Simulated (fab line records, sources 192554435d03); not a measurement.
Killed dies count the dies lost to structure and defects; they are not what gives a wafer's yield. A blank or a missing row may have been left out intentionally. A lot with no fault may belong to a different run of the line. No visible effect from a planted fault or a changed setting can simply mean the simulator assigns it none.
Matching of chambers | flow n5-finfet | 4 sister chambers for N5_BEOL_M3_ALD_98 on ald-sin-04
The step deposits SiO2, target thk 2.5 nm, pulse time 1 s, co reactant pulse time 1 s. 8 wafers are shown with their chamber, then 12 later ones without.

WAFERS WITH THEIR CHAMBER
wafer  | chamber | heater-power-w (W) | precursor-pulse-height-rel
L077.5 | 2       | 79                 | 0.991
L087.1 | 2       | 76                 | 1.017
L088.1 | 0       | 82                 | 1.032
L088.4 | 3       | 86                 | 1.005
L088.6 | 1       | 77                 | 0.999
L090.1 | 1       | 76                 | 0.990
L090.2 | 0       | 84                 | 0.988
L090.3 | 3       | 86                 | 1.000

WAFERS WHOSE CHAMBER IS MISSING
wafer  | heater-power-w (W) | precursor-pulse-height-rel
L090.4 | 76                 | 0.998
L090.5 | 75                 | 1.024
L090.6 | 77                 | 0.996
L095.3 | 84                 | 0.982
L095.4 | 76                 | 1.011
L095.6 | 87                 | 1.016
L097.1 | 76                 | 0.987
L097.2 | 88                 | 0.988
L097.3 | 86                 | 0.999
L097.4 | 75                 | 1.000
L097.5 | 78                 | 1.016
L097.6 | 83                 | 0.990

THE CHAMBER EACH PASSED THROUGH
wafer  | from the rows above     | in truth
L090.4 | can't be placed: 1 or 2 | 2
L090.5 | can't be placed: 1 or 2 | 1
L090.6 | can't be placed: 1 or 2 | 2
L095.3 | can't be placed: 0 or 3 | 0
L095.4 | can't be placed: 1 or 2 | 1
L095.6 | can't be placed: 3 or 0 | 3
L097.1 | can't be placed: 1 or 2 | 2
L097.2 | 3                       | 3
L097.3 | 3                       | 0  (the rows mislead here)
L097.4 | can't be placed: 1 or 2 | 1
L097.5 | can't be placed: 2 or 1 | 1
L097.6 | can't be placed: 0 or 3 | 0
Correct placement for 1 of the 12. From these rows, 10 cannot be placed; in 10 the true chamber is one of the candidates. 1 placed wrongly.
How it was worked out, from the rows above alone: a wafer's distance from a chamber is the root of the sum, over the readings, of the square of ((its reading less the chamber's mean) divided by the reading's scatter). If the next closest chamber is less than 2 further off than the closest, the wafer can't be placed; otherwise it belongs to the closest. The mean given for a chamber averages the wafers shown for that chamber. The scatter is the square root of a quotient: the sum, over the shown wafers, of each reading's squared deviation from its chamber's mean, divided by wafers minus chambers.
